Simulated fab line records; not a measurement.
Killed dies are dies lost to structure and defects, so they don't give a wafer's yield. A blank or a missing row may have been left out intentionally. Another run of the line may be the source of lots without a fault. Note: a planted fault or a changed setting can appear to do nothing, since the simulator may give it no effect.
fab line records -- flow n5-finfet
record: lots: 11, wafers: 32, last-day: 17
route steps=1938 shown HKMG_FIN@405 PASSIVATION@1936
lots untouched by any fault: they come from a run of this same line in which no faults occurred
start-h: start of the lot's first displayed wafer, in hours after the record's first day -- wait-h: hours elapsed since this lot's preceding step -- " repeats the value in the row above -- L1.1+2: one row covering several wafers at once -- - value missing, or start not given -- * or withheld: withheld -- < > ~ a bound
route shown NAME@n: names a module that has steps shown in the file, with the first one's number in the route -- usual: mean/standard deviation taken from wafers without a fault -- same: alike in all rows -- chamber/n: place in a boat -- sites: the reading at each site -- _std_site: the values' standard deviation -- _edge_site: inner sites' mean taken away from outer sites' mean -- radius-mm: for every site, how far away it sits from the centre of the wafer -- mask NAME#n: copy n -- behind: the tool/chamber that last shaped the wafer -- hold: what put the lot on hold/how long, in hours/how the hold closed -- device: the n, p or np transistor that did not switch -- end of line: tests run on the same wafers once the route is complete -- where a step has no rows: the recipe by itself -- killed: the dies lost at the first sort to structure and to defects; this is not the yield of the wafer -- map: dies across one wafer; x = killed, . = not, _ = none there
set.NAME: the setting as run; set.NAME@STEP: as run at that earlier step -- model.NAME: the simulator's own value behind a step, which no gauge read
one table for each step of the route and one row for each wafer, over a sample of lots
services: from which hour (start-h, from the record's first day; less than 0 if before it) a tool's chamber was out of use, for how many hours, and why
== steps ==
step: N5_HKMG_FIN_STRIP_57
recipe: chemistry: CF4, resist: SiARC, power-w: 300, bias-power-w: 75, pressure-mtorr: 50, cf4-flow-sccm: 150, rf-frequency-hz: 6e+07
usual: bias-power-w: 74.99/0.23, drypump-motor-current-A: 5.9/0.34, oes-product-au: 0.77/0.069, rf-vpp-V: 271.7/1.4, showerhead-plenum-p-Torr: 1.82/0.049, throttle-valve-pct: 13.64/0.29
lot.wafer,tool,chamber,start-h,wait-h,bias-power-w,drypump-motor-current-A,oes-product-au,rf-hours-counter-h,rf-vpp-V,showerhead-plenum-p-Torr,throttle-valve-pct
L996.1,rie-diel-04,3,80.01,0.0,74.32,6.2,0.77,142,270.5,1.80,13.84
L996.3,rie-diel-04,2,80.01,0.0,74.70,6.1,0.77,133,271.9,1.80,13.90
L996.6,rie-diel-04,2,80.01,0.0,74.76,6.1,0.77,-,270.7,1.80,13.90
L999.1,rie-diel-05,3,96.33,0.0,75.07,5.8,0.87,23,270.4,1.76,13.32
L999.3,rie-diel-05,2,96.33,0.0,75.08,5.5,0.89,23,271.3,1.83,13.37
L999.5,rie-diel-05,0,96.33,0.0,74.77,5.6,0.91,-,272.7,1.90,13.17
L102.3,rie-diel-04,0,115.52,0.0,75.05,6.3,0.72,204,270.3,1.85,13.71
L102.4,rie-diel-04,1,115.52,0.0,74.99,6.4,0.68,222,272.8,1.85,13.95
L102.5,rie-diel-04,0,115.52,0.0,75.57,6.3,0.72,-,273.6,1.85,13.71
L103.2,rie-diel-05,2,122.06,0.0,75.08,5.5,0.87,32,272.5,1.82,13.40
L103.3,rie-diel-05,1,122.06,0.0,75.07,5.5,0.71,167,271.1,1.86,13.66
L103.6,rie-diel-05,0,122.06,0.0,74.83,5.7,0.87,-,273.7,1.90,13.17
L105.4,rie-diel-03,2,132.19,0.0,75.24,5.8,0.89,-,272.4,1.89,13.22
L105.5,rie-diel-03,1,132.19,0.0,74.93,5.4,0.75,-,269.7,1.72,13.20
L105.6,rie-diel-03,3,132.19,0.0,74.86,5.5,0.74,-,271.0,1.79,13.90
L107.1,rie-diel-03,3,142.33,0.0,74.53,5.5,0.73,168,270.6,1.79,13.90
L107.2,rie-diel-03,2,142.33,0.0,75.09,5.8,0.88,36,272.0,1.89,13.22
L107.6,rie-diel-03,1,142.33,0.0,75.06,5.4,0.74,-,271.3,1.72,13.20
L109.1,rie-diel-04,3,159.78,0.0,74.63,6.2,0.75,170,271.7,1.80,13.90
L109.4,rie-diel-04,0,159.78,0.0,74.98,6.3,0.71,220,272.5,1.85,13.75
L109.5,rie-diel-04,0,159.78,0.0,74.93,6.3,0.71,-,274.8,1.85,13.75
L113.1,rie-diel-05,0,181.53,0.0,75.15,5.6,0.84,39,272.6,1.89,13.21
L113.2,rie-diel-05,1,181.53,0.0,74.85,5.5,0.71,186,272.0,1.85,13.73
L113.3,rie-diel-05,2,181.53,0.0,74.88,5.5,0.83,52,271.2,1.82,13.43
L115.4,rie-diel-03,2,194.35,0.0,75.16,5.8,0.86,53,273.6,1.89,13.24
L115.6,rie-diel-03,0,194.35,0.0,75.24,5.6,0.67,-,272.8,1.84,13.94
L118.2,rie-diel-04,0,210.26,0.0,74.81,6.3,0.69,238,271.2,1.84,13.79
L118.3,rie-diel-04,3,210.26,0.0,75.27,6.2,0.73,189,272.3,1.79,13.94
L118.6,rie-diel-04,3,210.26,0.0,75.19,6.3,0.73,-,271.3,1.79,13.94
L117.3,rie-diel-05,3,211.24,0.0,75.60,5.8,0.81,63,269.4,1.75,13.44
L117.4,rie-diel-05,1,211.24,0.0,74.66,5.5,0.70,196,272.1,1.85,13.74
L117.6,rie-diel-05,1,211.24,0.0,74.95,5.5,0.69,-,273.1,1.85,13.74
step: N5_HKMG_FIN_ETCH_58
recipe: chemistry: N2/H2, target: SOC, target-depth-a: 2158, ion-energy-ev: 50, bias-w: 13, time-s: 741, pressure-mtorr: 30, source-w: 875, n2-flow-sccm: 200, h2-flow-sccm: 200
usual: drypump-motor-current-A: 5.9/0.34, oes-product-au: 0.78/0.076, rf-vpp-V: 99.3/0.85, showerhead-plenum-p-Torr: 2.58/0.075, throttle-valve-pct: 17.83/0.3
lot.wafer,tool,chamber,start-h,wait-h,drypump-motor-current-A,oes-product-au,rf-hours-counter-h,rf-vpp-V,showerhead-plenum-p-Torr,throttle-valve-pct
L996.1,rie-diel-04,3,80.03,0.0,6.3,0.78,142,100.3,2.55,18.00
L996.3,rie-diel-04,2,80.03,0.0,6.1,0.77,133,99.0,2.56,18.24
L996.6,rie-diel-04,2,80.03,0.0,6.1,0.77,-,98.4,2.56,18.27
L999.1,rie-diel-05,3,96.35,0.0,5.8,0.91,24,97.8,2.48,17.52
L999.3,rie-diel-05,2,96.35,0.0,5.5,0.91,23,99.3,2.59,17.60
L999.5,rie-diel-05,0,96.35,0.0,5.7,0.94,-,99.9,2.70,17.33
L102.3,rie-diel-04,0,115.54,0.0,6.3,0.72,204,98.7,2.63,17.89
L102.4,rie-diel-04,1,115.54,0.0,6.5,0.70,222,99.2,2.62,18.00
L102.5,rie-diel-04,0,115.54,0.0,6.3,0.72,-,98.9,2.63,17.87
L103.2,rie-diel-05,2,122.08,0.0,5.5,0.88,32,99.4,2.58,17.63
L103.3,rie-diel-05,1,122.08,0.0,5.5,0.72,167,101.1,2.65,17.93
L103.6,rie-diel-05,0,122.08,0.0,5.7,0.90,-,99.8,2.70,17.34
L105.4,rie-diel-03,2,132.41,0.2,5.8,0.91,-,98.7,2.70,17.38
L105.5,rie-diel-03,1,132.41,0.2,5.4,0.76,-,99.7,2.44,17.41
L105.6,rie-diel-03,3,132.41,0.2,5.6,0.74,-,98.8,2.54,18.06
L107.1,rie-diel-03,3,142.35,0.0,5.5,0.73,168,99.2,2.54,18.06
L107.2,rie-diel-03,2,142.35,0.0,5.8,0.91,36,100.4,2.70,17.40
L107.6,rie-diel-03,1,142.35,0.0,5.5,0.76,-,98.7,2.44,17.43
L109.1,rie-diel-04,3,159.80,0.0,6.2,0.76,170,99.9,2.54,18.06
L109.4,rie-diel-04,0,159.80,0.0,6.3,0.71,220,100.0,2.62,17.91
L109.5,rie-diel-04,0,159.80,0.0,6.3,0.70,-,98.5,2.62,17.92
L113.1,rie-diel-05,0,181.55,0.0,5.7,0.86,39,99.7,2.69,17.37
L113.2,rie-diel-05,1,181.55,0.0,5.5,0.71,186,99.2,2.64,17.93
L113.3,rie-diel-05,2,181.55,0.0,5.5,0.84,52,100.3,2.58,17.66
L115.4,rie-diel-03,2,194.37,0.0,5.8,0.87,53,99.1,2.69,17.43
L115.6,rie-diel-03,0,194.37,0.0,5.6,0.68,-,101.1,2.61,18.08
L118.2,rie-diel-04,0,210.28,0.0,6.2,0.70,238,99.9,2.62,17.94
L118.3,rie-diel-04,3,210.28,0.0,6.3,0.75,189,100.1,2.53,18.10
L118.6,rie-diel-04,3,210.28,0.0,6.3,0.74,-,97.9,2.53,18.09
L117.3,rie-diel-05,3,211.26,0.0,5.8,0.85,64,99.7,2.46,17.59
L117.4,rie-diel-05,1,211.26,0.0,5.5,0.70,196,99.2,2.64,17.97
L117.6,rie-diel-05,1,211.26,0.0,5.5,0.69,-,99.5,2.64,17.96
step: N5_HKMG_FIN_STRIP_60
recipe: chemistry: N2/H2, power-w: 2500, temp-c: 300, h2-frac: 0.65, time-s: 360, pressure-mtorr: withheld, n2-flow-sccm: 1750, h2-flow-sccm: 3250
usual: drypump-motor-current-A: 5.66/0.22, heater-power-w: 485/35, temp-c: 300.00/0.21
lot.wafer,tool,chamber,start-h,wait-h,drypump-motor-current-A,heater-power-w,rf-hours-counter-h,temp-c
L996.1,plasma-asher-02,1,80.60,0.0,5.70,418,38,299.97
L996.3,plasma-asher-02,0,80.60,0.0,5.20,533,-,299.87
L996.6,plasma-asher-02,1,80.60,0.0,5.66,434,-,299.92
L999.1,plasma-asher-01,0,96.93,0.0,5.84,497,91,299.88
L999.3,plasma-asher-01,0,96.93,0.0,5.83,487,-,300.18
L999.5,plasma-asher-01,1,96.93,0.0,5.75,479,-,300.26
L102.3,plasma-asher-01,0,116.24,0.1,5.85,494,-,299.78
L102.4,plasma-asher-01,1,116.24,0.1,5.73,479,-,299.79
L102.5,plasma-asher-01,1,116.24,0.1,5.75,484,-,299.96
L103.2,plasma-asher-01,0,122.70,0.0,5.82,509,98,300.19
L103.3,plasma-asher-01,0,122.70,0.0,5.83,498,-,300.28
L103.6,plasma-asher-01,1,122.70,0.0,5.75,470,-,300.14
L105.4,plasma-asher-01,1,132.90,0.1,5.75,470,-,299.69
L105.5,plasma-asher-01,1,132.90,0.1,5.75,486,-,300.12
L105.6,plasma-asher-01,0,132.90,0.1,5.82,497,-,299.63
L107.1,plasma-asher-01,0,142.93,0.0,5.82,497,103,300.04
L107.2,plasma-asher-01,1,142.93,0.0,5.71,476,103,299.74
L107.6,plasma-asher-01,1,142.93,0.0,5.75,483,-,299.89
L109.1,plasma-asher-01,1,160.37,0.0,5.74,470,106,300.38
L109.4,plasma-asher-01,0,160.37,0.0,5.83,504,-,299.70
L109.5,plasma-asher-01,1,160.37,0.0,5.77,471,-,299.79
L113.1,plasma-asher-01,1,182.12,0.0,5.75,475,111,300.07
L113.2,plasma-asher-01,0,182.12,0.0,5.83,505,111,299.96
L113.3,plasma-asher-01,0,182.12,0.0,5.81,501,-,300.27
L115.4,plasma-asher-02,0,195.07,0.1,5.22,533,-,299.92
L115.6,plasma-asher-02,1,195.07,0.1,5.70,442,-,300.34
L118.2,plasma-asher-01,1,210.86,0.0,5.76,482,117,299.85
L118.3,plasma-asher-01,0,210.86,0.0,5.84,501,-,299.84
L118.6,plasma-asher-01,0,210.86,0.0,5.83,492,-,299.82
L117.3,plasma-asher-02,0,211.96,0.1,5.24,546,-,299.94
L117.4,plasma-asher-02,1,211.96,0.1,5.66,429,-,300.06
L117.6,plasma-asher-02,1,211.96,0.1,5.69,431,-,299.79
step: N5_HKMG_FIN_ALD_36
recipe: material: TiN, target-thk-a: 10, temp-c: 400, ald-precursor-family: TiCl4, ald-co-reactant: NH3, pulse-time-s: 1, purge-time-s: 3, co-reactant-purge-time-s: 2, co-reactant-pulse-time-s: 2, ald-cycles: 47, pressure-torr: 3
usual: ald-cycles: 47/0, chamber-pressure-Torr: 3.002/0.0061, heater-power-w: 877/48, precursor-pulse-height-rel: 1.000/0.019
lot.wafer,tool,chamber,start-h,wait-h,ald-cycles,chamber-pressure-Torr,heater-power-w,precursor-pulse-height-rel
L996.1,ald-metal-01,0,81.86,0.0,47,3.012,950,1.024
L996.3,ald-metal-01,3,81.86,0.0,47,2.994,846,0.973
L996.6,ald-metal-01,3,81.86,0.0,47,2.997,864,0.993
L999.1,ald-metal-02,1,98.29,0.0,47,3.005,860,0.991
L999.3,ald-metal-02,0,98.29,0.0,47,3.009,981,0.987
L999.5,ald-metal-02,3,98.29,0.0,47,3.012,862,1.011
L102.3,ald-metal-03,1,117.70,0.0,47,3.006,924,1.013
L102.4,ald-metal-03,3,117.70,0.0,47,3.001,831,0.998
L102.5,ald-metal-03,2,117.70,0.0,47,2.986,809,1.005
L103.2,ald-metal-01,3,124.14,0.0,47,3.011,868,0.998
L103.3,ald-metal-01,1,124.14,0.0,47,2.999,857,0.977
L103.6,ald-metal-01,0,124.14,0.0,47,3.008,904,0.994
L105.4,ald-metal-03,3,134.03,0.0,47,2.996,809,1.017
L105.5,ald-metal-03,0,134.03,0.0,47,3.001,908,0.977
L105.6,ald-metal-03,1,134.03,0.0,47,2.998,926,1.012
L107.1,ald-metal-02,2,144.38,0.1,47,3.003,838,0.998
L107.2,ald-metal-02,1,144.38,0.1,47,3.000,873,0.976
L107.6,ald-metal-02,0,144.38,0.1,47,3.003,985,0.986
L109.1,ald-metal-01,1,161.78,0.0,47,3.011,847,0.981
L109.4,ald-metal-01,2,161.78,0.0,47,3.006,886,0.986
L109.5,ald-metal-01,1,161.78,0.0,47,3.001,851,1.011
L113.1,ald-metal-02,0,183.37,0.0,42,3.004,996,0.993
L113.2,ald-metal-02,3,183.37,0.0,47,3.011,865,0.980
L113.3,ald-metal-02,1,183.37,0.0,47,3.002,882,0.995
L115.4,ald-metal-02,2,196.19,0.0,42,3.001,871,0.969
L115.6,ald-metal-02,3,196.19,0.0,47,3.001,867,1.034
L118.2,ald-metal-03,2,212.31,0.1,47,2.995,813,1.006
L118.3,ald-metal-03,1,212.31,0.1,47,2.999,921,1.012
L118.6,ald-metal-03,1,212.31,0.1,47,3.001,913,1.000
L117.3,ald-metal-03,0,213.14,0.0,47,2.994,900,1.032
L117.4,ald-metal-03,1,213.14,0.0,47,3.002,945,1.018
L117.6,ald-metal-03,3,213.14,0.0,47,3.006,791,1.016
step: N5_PASSIVATION_PROBE_49
usual: killed_at_M0_to_M3: 35/11, killed_at_M4_up: 14/5.4, killed-at-contacts: 12/6.2, killed-at-front-end: 38/11, killed-at-other: 4.1/2.8, killed-dies: 103/17, killed-open: 66/13, killed-short: 34/8.2
same: gross-dies: 1180, killed-at-back-side: 0
lot.wafer,tool,chamber,start-h,wait-h,killed_at_M0_to_M3,killed_at_M4_up,killed-at-contacts,killed-at-front-end,killed-at-other,killed-dies,killed-open,killed-short
L999.1,prober-01,-,294.22,0.6,29,7,10,34,6,86,61,21
L999.3,prober-01,-,294.32,0.7,32,13,9,35,1,90,65,20
L999.5,prober-01,-,294.42,0.8,32,11,4,36,8,91,62,26
L107.1,prober-02,-,339.41,0.0,40,15,9,36,1,101,64,37
L107.2,prober-02,-,339.46,0.1,58,25,18,25,4,130,77,52
L107.6,prober-02,-,339.66,0.3,50,16,18,36,4,124,64,59
L109.1,prober-02,-,362.96,0.0,41,22,9,53,8,133,97,36
L109.4,prober-02,-,363.11,0.2,31,10,15,41,4,101,70,30
L109.5,prober-02,-,363.16,0.2,48,18,6,43,6,121,83,36
L117.3,prober-01,-,414.22,0.1,44,21,7,17,5,94,62,29
L117.4,prober-01,-,414.27,0.2,41,17,4,34,6,102,66,34
L117.6,prober-01,-,414.37,0.3,53,17,7,34,1,112,76,35
killed by level:class
L999.1 STI_FIN_REVEAL:geometric-particle:open=11 BEOL_M2:geometric-particle:open=7 MOL_CONTACT_COAG:geometric-particle:open=6 DUMMY_GATE:geometric-particle:open=6 BEOL_M3:geometric-particle:open=5 MOL_CONTACT_COAG:geometric-particle:short=4 FIN_SAQP:geometric-particle:open=3 STI_FIN_REVEAL:geometric-particle:short=3
L999.3 BEOL_M2:geometric-particle:open=10 MOL_CONTACT_COAG:geometric-particle:open=9 BEOL_M3:geometric-particle:open=8 STI_FIN_REVEAL:geometric-particle:open=7 BEOL_M4:geometric-particle:open=6 FIN_SAQP:geometric-particle:short=4 GATE_CUT:geometric-particle:short=4 GATE_CUT:geometric-particle:open=4
L999.5 BEOL_M2:geometric-particle:open=10 FIN_SAQP:geometric-particle:open=6 BEOL_M1:geometric-particle:open=6 STI_FIN_REVEAL:geometric-particle:open=5 GATE_CUT:geometric-particle:short=5 BEOL_M4:geometric-particle:open=5 FIN_SAQP:geometric-particle:short=4 MOL_CONTACT_COAG:geometric-particle:open=4
L107.1 FIN_SAQP:geometric-particle:open=14 BEOL_M1:geometric-particle:short=13 MOL_CONTACT_COAG:geometric-particle:open=8 BEOL_M0_SAQP:geometric-particle:short=7 BEOL_M0_SAQP:geometric-particle:open=6 BEOL_M2:geometric-particle:open=6 BEOL_M4:geometric-particle:open=5 BEOL_M4:geometric-particle:short=5
L107.2 BEOL_M0_SAQP:geometric-particle:short=16 BEOL_M0_SAQP:geometric-particle:open=15 MOL_CONTACT_COAG:geometric-particle:open=15 BEOL_M4:geometric-particle:open=11 BEOL_M1:geometric-particle:short=9 BEOL_M2:geometric-particle:open=8 BEOL_M4:geometric-particle:short=8 FIN_SAQP:geometric-particle:open=5
L107.6 BEOL_M0_SAQP:geometric-particle:short=12 BEOL_M2:geometric-particle:open=12 MOL_CONTACT_COAG:geometric-particle:open=11 BEOL_M1:geometric-particle:short=11 BEOL_M4:geometric-particle:short=11 FIN_SAQP:geometric-particle:short=9 BEOL_M0_SAQP:geometric-particle:open=8 MOL_CONTACT_COAG:geometric-particle:short=7
L109.1 FIN_SAQP:geometric-particle:open=14 BEOL_M4:geometric-particle:open=11 BEOL_M3:geometric-particle:open=10 BEOL_M1:geometric-particle:open=9 DUMMY_GATE:geometric-particle:open=8 MOL_CONTACT_COAG:geometric-particle:open=8 STI_FIN_REVEAL:geometric-particle:open=7 BEOL_M0_SAQP:geometric-particle:short=7
L109.4 MOL_CONTACT_COAG:geometric-particle:open=14 STI_FIN_REVEAL:geometric-particle:open=13 BEOL_M0_SAQP:geometric-particle:open=8 BEOL_M2:geometric-particle:open=8 FIN_SAQP:geometric-particle:short=6 BEOL_M0_SAQP:geometric-particle:short=6 BEOL_M4:geometric-particle:open=6 FIN_SAQP:geometric-particle:open=5
L109.5 BEOL_M0_SAQP:geometric-particle:short=12 BEOL_M0_SAQP:geometric-particle:open=12 STI_FIN_REVEAL:geometric-particle:open=8 BEOL_M2:geometric-particle:open=6 BEOL_M4:geometric-particle:open=6 FIN_SAQP:geometric-particle:open=5 DUMMY_GATE:geometric-particle:open=5 ILD0:geometric-particle:open=5
L117.3 BEOL_M0_SAQP:geometric-particle:open=14 BEOL_M3:geometric-particle:open=12 BEOL_M0_SAQP:geometric-particle:short=11 BEOL_M4:geometric-particle:open=8 BEOL_M7:geometric-particle:open=7 MOL_CONTACT_COAG:geometric-particle:open=6 BEOL_M5:geometric-particle:open=4 STARTING-WAFER:geometric-particle:open=4
L117.4 BEOL_M0_SAQP:geometric-particle:short=17 FIN_SAQP:geometric-particle:open=15 BEOL_M0_SAQP:geometric-particle:open=10 BEOL_M3:geometric-particle:open=6 BEOL_M4:geometric-particle:open=6 STI_FIN_REVEAL:geometric-particle:open=5 BEOL_M5:geometric-particle:open=5 MOL_CONTACT_COAG:geometric-particle:open=3
L117.6 FIN_SAQP:geometric-particle:open=14 BEOL_M0_SAQP:geometric-particle:open=11 BEOL_M2:geometric-particle:open=11 BEOL_M3:geometric-particle:open=9 BEOL_M0_SAQP:geometric-particle:short=8 MOL_CONTACT_COAG:geometric-particle:open=7 BEOL_M3:geometric-particle:short=6 STI_FIN_REVEAL:geometric-particle:open=5
== services ==
tool,chamber,start-h,hours,kind
ald-metal-03,-,59.51,8.7,pm
rie-diel-04,2,65.79,6.7,repair
ald-metal-01,1,78.89,42.1,repair
plasma-asher-02,-,85.11,14.6,pm
ald-metal-03,1,87.52,14.0,repair
rie-diel-03,3,95.34,22.6,repair
rie-diel-03,0,103.91,18.7,repair
plasma-asher-02,-,105.73,2.8,pm
rie-diel-03,-,112.50,2.8,repair
rie-diel-04,2,116.92,6.0,repair
ald-metal-02,-,156.57,0.7,repair
ald-metal-01,-,160.28,0.9,repair
plasma-asher-01,-,185.40,0.7,repair
rie-diel-04,1,198.07,-,clean
rie-diel-04,1,198.07,-,consumable-replace:focus-ring
rie-diel-04,1,198.07,16.8,scheduled-down
rie-diel-04,1,198.07,16.8,vent-cycle
== key ==
first-sign: step: N5_HKMG_FIN_ALD_36, reading: ald-cycles, direction: down, sigmas: 99+, usual: *, struck: *
effect none on later readings
met-at N5_HKMG_FIN_ALD_36
struck-lots L113,L115
struck-wafers L113.1,L115.4
tester-left-out L113,L115
not-acting-at N5_HKMG_FIN_STRIP_57,N5_HKMG_FIN_ETCH_58,N5_HKMG_FIN_STRIP_60
onset-between 144.38 183.37
fault: kind: process-parameter-drift, tool: ald-metal-02, chamber: -, onset-h: 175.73, steps: N5_HKMG_FIN_ALD_36, channel: ald-cycles, offset: *, shape: step, end-h: 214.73, scope: struck-wafers-only, acts-in: *, stated: *
tester-left-out: of these lots the tester's yield and bins aren't shown, on N5 and GAA mostly nor the transistor test; their killed dies are dies lost to structure and defects alone, not to doping, threshold or leakage, so they don't give the yield
